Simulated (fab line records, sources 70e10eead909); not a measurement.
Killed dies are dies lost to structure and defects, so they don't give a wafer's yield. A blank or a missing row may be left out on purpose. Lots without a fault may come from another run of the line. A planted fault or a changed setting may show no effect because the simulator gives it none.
fab line records | flow nand_harc
record lots=6 wafers=18 last_day=24
route steps=1159 shown A_SLIT@799 A_SIN_REMOVE@804 A_WL_FILL@809 END@1159
lots that met no fault: from a run of the same line without faults
start_h: hours from the record's first day to the start of the lot's first wafer shown | wait_h: hours since the lot's step before | " the same as in the row above | L1.1+2: a row that stands for several wafers | - no value, or no start given | * or withheld: withheld | < > ~ a bound
route shown NAME@n: a module of which the file shows steps, and the number in the route of the first | usual: mean/standard deviation of fault-free wafers | same: alike in all rows | chamber/n: place in a boat | sites: the reading at each site | _std_site: their standard deviation | _edge_site: outer sites' mean less inner sites' | radius_mm: how far each site lies from the wafer's centre | mask NAME#n: copy n | behind: the tool/chamber that last shaped the wafer | hold: why the lot was held/for how many hours/how that ended | device: the transistor (n, p or np) that didn't switch | end of line: the same wafers' tests at the end of the route | a step without rows: its recipe alone | killed: dies lost to structure and defects at the first sort, not the wafer's yield | map: a wafer's dies, x killed, . not, _ none there
set.NAME: the setting as run; set.NAME@STEP: as run at that earlier step | model.NAME: the simulator's own value behind a step, which no gauge read
lots at some steps of the route; a table a step, a row a wafer
services: from which hour (start_h, from the record's first day; less than 0 if before it) a tool's chamber was out of use, for how many hours, and why
## steps
# step NHARC_A_SLIT_ETCH_29
# recipe target_depth_a=1000 overetch_a=100 time_s=55 ion_energy_ev=100 cf4_flow_sccm=80 o2_flow_sccm=20 ar_flow_sccm=0 rf_w=300 bias_w=100 chemistry=CF4/O2
# usual cf4_flow_sccm=79.98/0.22 chamber_pressure_mTorr=30.004/0.028 drypump_motor_current_A=5.8/0.4 mfc_ar_sccm=0.004/0.0065 oes_product_au=0.999/0.0077 rf_vpp_V=197.2/0.88 showerhead_plenum_p_Torr=1.302/0.027 throttle_valve_pct=13.397/0.0095
# columns lot.wafer tool chamber start_h wait_h cf4_flow_sccm chamber_pressure_mTorr drypump_motor_current_A mfc_ar_sccm oes_product_au rf_hours_counter_h rf_vpp_V showerhead_plenum_p_Torr throttle_valve_pct
L836.4 rie_diel-07 2 341.47 0.1 80.05 29.959 5.2 0.020 0.992 8 196.6 1.334 13.407
L836.2 " 3 " " 80.16 30.004 6.7 0 1.000 9 196.4 1.288 13.392
L836.6 " 3 " " 80.40 30.029 6.7 0 1.006 - 196.8 1.288 13.410
L838.4 rie_diel-07 3 352.27 0.1 80.16 30.039 6.7 0 1.005 9 198.6 1.288 13.403
L838.5 " 0 " " 80.14 29.982 5.8 0.010 1.000 - 197.4 1.294 13.385
L838.6 " 1 " " 79.95 29.960 5.6 0 0.992 - 197.1 1.329 13.388
L841.2 rie_diel-07 2 378.03 0.1 79.93 29.971 5.2 0.020 1.012 10 198.1 1.333 13.391
L841.1 " 3 " " 79.75 30.015 6.7 0 0.994 10 197.4 1.288 13.411
L841.5 " 1 " " 80.38 30.000 5.6 0 0.990 - 198.3 1.328 13.395
L842.1 rie_diel-07 3 379.65 0.1 80.06 30.044 6.7 0 1.004 10 195.6 1.288 13.399
L842.5 " 1 " " 79.90 29.990 5.7 0 0.989 - 197.1 1.328 13.390
L842.6 " 2 " " 80.26 29.975 5.2 0.020 0.994 - 198.4 1.334 13.417
L848.2 rie_diel-09 0 410.67 0.1 80.07 29.987 6.0 0 0.997 13 197.1 1.285 13.382
L848.1 " 1 " " 79.97 29.970 6.1 0 1.001 13 197.0 1.291 13.396
L848.6 " 1 " " 80.15 30.038 6.1 0 1.001 - 196.8 1.291 13.406
L852.1 rie_diel-10 0 434.45 0.1 79.89 29.988 5.4 0.000 1.007 5 196.9 1.286 13.397
L852.4 " 2 " " 79.99 30.041 6.0 0.001 0.999 5 197.0 1.310 13.387
L852.5 " 1 " " 80.32 30.048 5.5 0 0.997 - 198.3 1.308 13.407
# step NHARC_A_SLIT_STRIP_18
# recipe o2_flow_sccm=500 ar_flow_sccm=0 bias_w=0 chemistry=O2
# usual chamber_pressure_mTorr=60.01/0.055 drypump_motor_current_A=5.8/0.39 mfc_ar_sccm=0.004/0.0063 oes_product_au=0.998/0.0084 rf_vpp_V=57.5/0.83 showerhead_plenum_p_Torr=3.44/0.072 throttle_valve_pct=17.036/0.0093
# columns lot.wafer tool chamber start_h wait_h chamber_pressure_mTorr drypump_motor_current_A mfc_ar_sccm oes_product_au rf_hours_counter_h rf_vpp_V showerhead_plenum_p_Torr throttle_valve_pct
L836.4 rie_diel-07 0 - - 59.99 5.8 0.010 1.008 8 57.0 3.42 17.012
L836.2 " 3 " " 60.02 6.7 0 0.999 9 56.1 3.41 17.033
L836.6 " 1 " " 60.01 5.7 0 0.990 - 58.3 3.51 17.041
L838.4 rie_diel-07 2 - - 60.04 5.2 0.020 0.997 8 56.9 3.53 17.042
L838.5 " 3 " " 60.07 6.7 0 0.995 - 57.3 3.41 17.052
L838.6 " 0 " " 60.03 5.8 0.010 0.996 - 58.5 3.42 17.040
L841.2 rie_diel-07 1 - - 60.04 5.7 0 0.972 9 55.4 3.51 17.030
L841.1 " 3 " " 60.03 6.7 0 1.000 10 56.8 3.41 17.027
L841.5 " 0 " " 59.97 5.9 0.010 1.004 - 57.6 3.42 17.040
L842.1 rie_diel-07 2 - - 60.01 5.2 0.020 1.017 10 56.9 3.52 17.032
L842.6 " 3 " " 60.06 6.7 0 0.994 - 58.2 3.41 17.042
L842.5 " 0 " " 59.93 5.9 0.010 1.007 - 57.7 3.42 17.038
L848.1 rie_diel-09 2 - - 60.01 6.3 0.010 1.006 14 57.9 3.48 17.027
L848.2 " 1 " " 60.06 6.1 0 0.989 13 58.2 3.42 17.033
L848.6 " 2 " " 60.09 6.3 0.010 0.999 - 57.4 3.48 17.041
L852.4 rie_diel-10 0 - - 60.04 5.4 0.000 0.997 5 57.9 3.41 17.023
L852.1 " 2 " " 60.10 6.0 0.001 1.003 5 57.0 3.46 17.031
L852.5 " 1 " " 60.17 5.5 0 0.998 - 56.9 3.46 17.053
# step NHARC_A_SLIT_PRECLEAN_19
# recipe time_s=* temp_c=50 bath_age_min=0 chemistry=SC1
# step NHARC_A_SLIT_SRD_20
# step NHARC_A_SLIT_CD_MEAS_21
# usual cd_nm=289.7/0.73
# columns lot.wafer tool chamber start_h wait_h cd_nm
L836.2 cd_sem-03 - 342.01 - 289.5
L836.4 " - " " 289.6
L836.6 " - " " 288.9
L838.4 cd_sem-03 - 352.81 - 288.6
L838.5 " - " " 289.0
L838.6 " - " " 288.9
L841.1 cd_sem-03 - 378.55 - 290.2
L841.2 " - " " 290.0
L841.5 " - " " 290.0
L842.1 cd_sem-02 - 380.17 - 289.4
L842.5 " - " " 289.6
L842.6 " - " " 289.9
L848.1 cd_sem-01 - 411.21 - 289.6
L848.2 " - " " 290.2
L848.6 " - " " 289.7
L852.1 cd_sem-01 - 435.03 - 288.2
L852.4 " - " " 288.2
L852.5 " - " " 289.3
# step NHARC_A_SIN_REMOVE_WET_00
# recipe temp_c=160 time_s=15300 chemistry=H3PO4
# step NHARC_A_SIN_REMOVE_PRECLEAN_01
# recipe time_s=* temp_c=50 bath_age_min=0 chemistry=SC1
# step NHARC_A_SIN_REMOVE_SRD_02
# step NHARC_A_SIN_REMOVE_INSPECT_04
# usual raw_defect_count=315/90
# columns lot.wafer tool chamber start_h wait_h raw_defect_count
L836.2 defect_inspect-01 - 349.67 0.1 296
L836.4 " - " " 247
L836.6 " - " " 206
L838.4 defect_inspect-01 - 360.52 0.0 374
L838.5 " - " " 225
L838.6 " - " " 343
L841.1 defect_inspect-01 - 384.13 0.0 302
L841.2 " - " " 490
L841.5 " - " " 313
L842.1 defect_inspect-01 - 387.84 0.0 247
L842.5 " - " " 293
L842.6 " - " " 266
L848.1 defect_inspect-02 - 417.27 0.0 263
L848.2 " - " " 290
L848.6 " - " " 306
L852.1 defect_inspect-01 - 440.77 0.0 268
L852.4 " - " " 244
L852.5 " - " " 264
# step NHARC_A_WL_FILL_ALD_00
# recipe target_thk_a=30 pulse_time_s=3 ald_cycles=30 temp_c=300 material=Al2O3
# usual ald_cycles=30/0 heater_power_w=456/40 precursor_pulse_height_rel=0.999/0.017 susceptor_temp_C=300.00/0.2
# columns lot.wafer tool chamber start_h wait_h ald_cycles heater_power_w precursor_pulse_height_rel susceptor_temp_C
L836.2 ald_hk-02 0 349.74 0.1 30 522 0.974 300.18
L836.4 " 2 " " 30 449 1.003 300.06
L836.6 " 0 " " 30 514 0.980 299.86
L838.4 ald_hk-02 0 360.63 0.1 30 504 1.000 299.97
L838.6 " 2 " " 30 439 0.989 299.75
L838.5 " 3 " " 30 429 0.981 300.04
L841.1 ald_hk-01 2 384.25 0.1 30 510 1.019 300.27
L841.2 " 3 " " 30 441 0.995 299.96
L841.5 " 0 " " 30 383 0.998 299.71
L842.1 ald_hk-04 2 387.91 0.1 30 422 0.995 299.76
L842.5 " 2 " " 30 432 1.025 300.07
L842.6 " 3 " " 30 529 0.997 299.86
L848.2 ald_hk-04 3 417.56 0.3 30 528 1.002 300.09
L848.1 " 0 " " 30 435 1.000 299.69
L848.6 " 1 " " 30 464 0.973 300.13
L852.4 ald_hk-01 0 440.97 0.2 30 394 1.012 299.93
L852.1 " 2 " " 30 532 0.976 299.81
L852.5 " 0 " " 30 390 0.971 300.32
# step NHARC_A_WL_FILL_RTA_01
# recipe temp_c=1000 time_s=5
# usual lamp_power_pct=28.3/1.4 wafer_temp_C_max=1005.4/1.6
# columns lot.wafer tool chamber start_h wait_h lamp_power_pct wafer_temp_C_max
L836.2 rtp_anneal-01 0 350.04 - 29.5 1003.8
L836.4 " 0 " " 29.6 1003.9
L836.6 " 0 " " 29.6 1005.2
L838.4 rtp_anneal-01 0 360.93 - 29.6 1005.1
L838.5 " 0 " " 29.6 1004.2
L838.6 " 0 " " 29.6 1005.4
L841.1 rtp_anneal-02 0 384.46 - 26.8 1006.5
L841.2 " 0 " " 26.7 1008.8
L841.5 " 0 " " 26.7 1007.3
L842.1 rtp_anneal-02 0 388.18 - 26.7 1006.2
L842.5 " 0 " " 26.7 1006.5
L842.6 " 0 " " 26.7 1006.8
L848.1 rtp_anneal-01 0 417.78 - 29.5 1004.5
L848.2 " 0 " " 29.6 1004.6
L848.6 " 0 " " 29.6 1004.3
L852.1 rtp_anneal-01 0 441.24 - 29.6 1004.0
L852.4 " 0 " " 29.6 1004.6
L852.5 " 0 " " 29.6 1003.8
# step NHARC_A_WL_FILL_ALD_02
# recipe target_thk_a=20 pulse_time_s=3 ald_cycles=100 temp_c=450 material=TiN
# usual ald_cycles=100/0 heater_power_w=1071/130 precursor_pulse_height_rel=1.001/0.02 susceptor_temp_C=449.98/0.23
# columns lot.wafer tool chamber start_h wait_h ald_cycles heater_power_w precursor_pulse_height_rel susceptor_temp_C
L836.2 ald_metal-04 1 350.32 0.3 100 1287 0.999 449.74
L836.6 " 3 " " 100 1063 0.999 449.93
L836.4 " 1 " " 100 1264 1.003 449.78
L838.4 ald_metal-02 1 361.06 0.1 100 1171 1.002 450.03
L838.5 " 1 " " 100 1180 0.996 450.12
L838.6 " 2 " " 100 1125 1.016 450.01
L841.1 ald_metal-02 3 384.72 0.2 50 988 0.983 450.16
L841.2 " 1 " " 50 1161 1.011 449.89
L841.5 " 3 " " 100 982 1.009 449.90
L842.1 ald_metal-02 3 388.53 0.3 50 996 1.011 449.56
L842.5 " 0 " " 100 1035 0.989 449.81
L842.6 " 1 " " 100 1203 1.009 449.87
L848.1 ald_metal-03 0 418.07 0.3 100 1312 0.985 450.05
L848.2 " 1 " " 100 1030 1.052 449.80
L848.6 " 2 " " 100 804 0.991 449.93
L852.4 ald_metal-04 2 441.48 0.1 100 1009 0.991 449.88
L852.1 " 0 " " 100 1156 0.994 449.78
L852.5 " 3 " " 100 1089 0.958 449.85
# step NHARC_END_SORT_01
# recipe temp_c=25
# usual killed_at_array=29/11 killed_at_other=0.6/0.92 killed_at_periphery=3.2/2 killed_dies=33/11 killed_open=3.2/2 killed_short=1.9/1.5
# same gross_dies=677
# columns lot.wafer tool chamber start_h wait_h killed_at_array killed_at_other killed_at_periphery killed_dies killed_open killed_short
L841.1 prober-01 0 492.86 2.5 671 0 6 677 3 0
L841.2 prober-01 0 493.67 2.8 676 0 1 677 1 1
L842.1 prober-02 0 492.90 2.5 677 0 0 677 2 3
# killed by level:class
L841.1 A_WL_FILL:area_ald=635 A_CHANNEL_HOLE_D1:chamber_film_flake=18 A_SLIT:chamber_film_flake=11 A_CONTACT:chamber_film_flake=5 P_STI:geometric_particle:open=1 P_GATE:geometric_particle:open=1 P_M2:geometric_particle:open=1 P_STI:chamber_film_flake=1
L842.1 A_WL_FILL:area_ald=666 A_ZERO_WELL:chamber_film_flake=3 A_ONON_D1:geometric_particle:short=2 A_CHANNEL_HOLE_D1:chamber_film_flake=2 A_WL_FILL:geometric_particle:open=1 A_BLC:geometric_particle:short=1 A_BLC:geometric_particle:open=1 A_CONTACT:chamber_film_flake=1
L841.2 A_WL_FILL:area_ald=639 A_CHANNEL_HOLE_D1:chamber_film_flake=17 A_SLIT:chamber_film_flake=14 A_CHANNEL_FILL_D1:chamber_film_flake=2 A_STAIRCASE:chamber_film_flake=2 P_STI:geometric_particle:open=1 A_ONON_D1:geometric_particle:short=1 A_CONTACT:chamber_film_flake=1
# map L841.1 (x killed, . not)
____________x____________
_________xxxxxxx_________
_______xxxxxxxxxxx_______
______xxxxxxxxxxxxx______
_____xxxxxxxxxxxxxxx_____
____xxxxxxxxxxxxxxxxx____
____xxxxxxxxxxxxxxxxx____
___xxxxxxxxxxxxxxxxxxx___
___xxxxxxxxxxxxxxxxxxx___
__xxxxxxxxxxxxxxxxxxxxx__
__xxxxxxxxxxxxxxxxxxxxx__
_xxxxxxxxxxxxxxxxxxxxxxx_
_xxxxxxxxxxxxxxxxxxxxxxx_
_xxxxxxxxxxxxxxxxxxxxxxx_
_xxxxxxxxxxxxxxxxxxxxxxx_
_xxxxxxxxxxxxxxxxxxxxxxx_
xxxxxxxxxxxxxxxxxxxxxxxxx
xxxxxxxxxxxxxxxxxxxxxxxxx
xxxxxxxxxxxxxxxxxxxxxxxxx
xxxxxxxxxxxxxxxxxxxxxxxxx
xxxxxxxxxxxxxxxxxxxxxxxxx
_xxxxxxxxxxxxxxxxxxxxxxx_
_xxxxxxxxxxxxxxxxxxxxxxx_
_xxxxxxxxxxxxxxxxxxxxxxx_
_xxxxxxxxxxxxxxxxxxxxxxx_
_xxxxxxxxxxxxxxxxxxxxxxx_
__xxxxxxxxxxxxxxxxxxxxx__
__xxxxxxxxxxxxxxxxxxxxx__
___xxxxxxxxxxxxxxxxxxx___
___xxxxxxxxxxxxxxxxxxx___
____xxxxxxxxxxxxxxxxx____
____xxxxxxxxxxxxxxxxx____
_____xxxxxxxxxxxxxxx_____
______xxxxxxxxxxxxx______
_______xxxxxxxxxxx_______
_________xxxxxxx_________
____________x____________
# map L842.1 (x killed, . not)
____________x____________
_________xxxxxxx_________
_______xxxxxxxxxxx_______
______xxxxxxxxxxxxx______
_____xxxxxxxxxxxxxxx_____
____xxxxxxxxxxxxxxxxx____
____xxxxxxxxxxxxxxxxx____
___xxxxxxxxxxxxxxxxxxx___
___xxxxxxxxxxxxxxxxxxx___
__xxxxxxxxxxxxxxxxxxxxx__
__xxxxxxxxxxxxxxxxxxxxx__
_xxxxxxxxxxxxxxxxxxxxxxx_
_xxxxxxxxxxxxxxxxxxxxxxx_
_xxxxxxxxxxxxxxxxxxxxxxx_
_xxxxxxxxxxxxxxxxxxxxxxx_
_xxxxxxxxxxxxxxxxxxxxxxx_
xxxxxxxxxxxxxxxxxxxxxxxxx
xxxxxxxxxxxxxxxxxxxxxxxxx
xxxxxxxxxxxxxxxxxxxxxxxxx
xxxxxxxxxxxxxxxxxxxxxxxxx
xxxxxxxxxxxxxxxxxxxxxxxxx
_xxxxxxxxxxxxxxxxxxxxxxx_
_xxxxxxxxxxxxxxxxxxxxxxx_
_xxxxxxxxxxxxxxxxxxxxxxx_
_xxxxxxxxxxxxxxxxxxxxxxx_
_xxxxxxxxxxxxxxxxxxxxxxx_
__xxxxxxxxxxxxxxxxxxxxx__
__xxxxxxxxxxxxxxxxxxxxx__
___xxxxxxxxxxxxxxxxxxx___
___xxxxxxxxxxxxxxxxxxx___
____xxxxxxxxxxxxxxxxx____
____xxxxxxxxxxxxxxxxx____
_____xxxxxxxxxxxxxxx_____
______xxxxxxxxxxxxx______
_______xxxxxxxxxxx_______
_________xxxxxxx_________
____________x____________
## services
# columns tool chamber start_h hours kind
ald_hk-02 - 318.44 13.0 repair
ald_metal-03 - 322.00 10.0 pm
rie_diel-09 1 329.33 6.8 repair
ald_metal-04 0 333.22 26.9 repair
rie_diel-07 0 335.51 - clean
rie_diel-07 1 335.51 - clean
rie_diel-07 2 335.51 - clean
rie_diel-07 3 335.51 - clean
ald_metal-02 1 341.87 3.0 repair
rie_diel-10 - 353.71 9.0 pm
rie_diel-07 0 360.01 - clean
rie_diel-07 1 360.01 - clean
rie_diel-07 2 360.01 - clean
rie_diel-07 3 360.01 - clean
ald_hk-04 - 371.32 10.0 pm
rie_diel-07 0 384.51 - clean
rie_diel-07 1 384.51 - clean
rie_diel-10 1 385.89 5.1 repair
rie_diel-10 - 402.67 1.7 repair
rie_diel-07 - 405.20 9.0 pm
ald_hk-01 - 412.54 10.0 pm
rie_diel-09 - 431.10 9.0 pm
ald_metal-02 - 433.19 0.5 repair
rie_diel-07 2 439.63 8.1 repair
## key
first_sign step=NHARC_A_WL_FILL_ALD_02 reading=ald_cycles direction=down sigmas=99+ usual=100 struck=50
effect step=NHARC_END_SORT_01 reading=killed_at_array direction=up sigmas=61 usual=29 struck=675
more_kills_born_at NHARC_A_WL_FILL_ALD_02@ald_metal-02=1940
met_at NHARC_A_WL_FILL_ALD_02
struck_wafers L841.1,L841.2,L842.1
later_rows_left_out L841.1,L841.2,L842.1
tester_left_out L841,L842
onset_between 361.06 384.72
fault kind=process_parameter_drift tool=ald_metal-02 chamber=- onset_h=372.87 steps=NHARC_A_WL_FILL_ALD_02 channel=ald_cycles offset=-50 shape=step end_h=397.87 scope=struck_wafers_only acts_in=these_recipes_only stated=100
# tester_left_out: of these lots the tester's yield and bins aren't shown, on N5 and GAA mostly nor the transistor test; their killed dies are dies lost to structure and defects alone, not to doping, threshold or leakage, so they don't give the yield
# later_rows_left_out: the simulator's readings of these wafers behind a module that went badly wrong aren't trusted and aren't shown, but for the sort
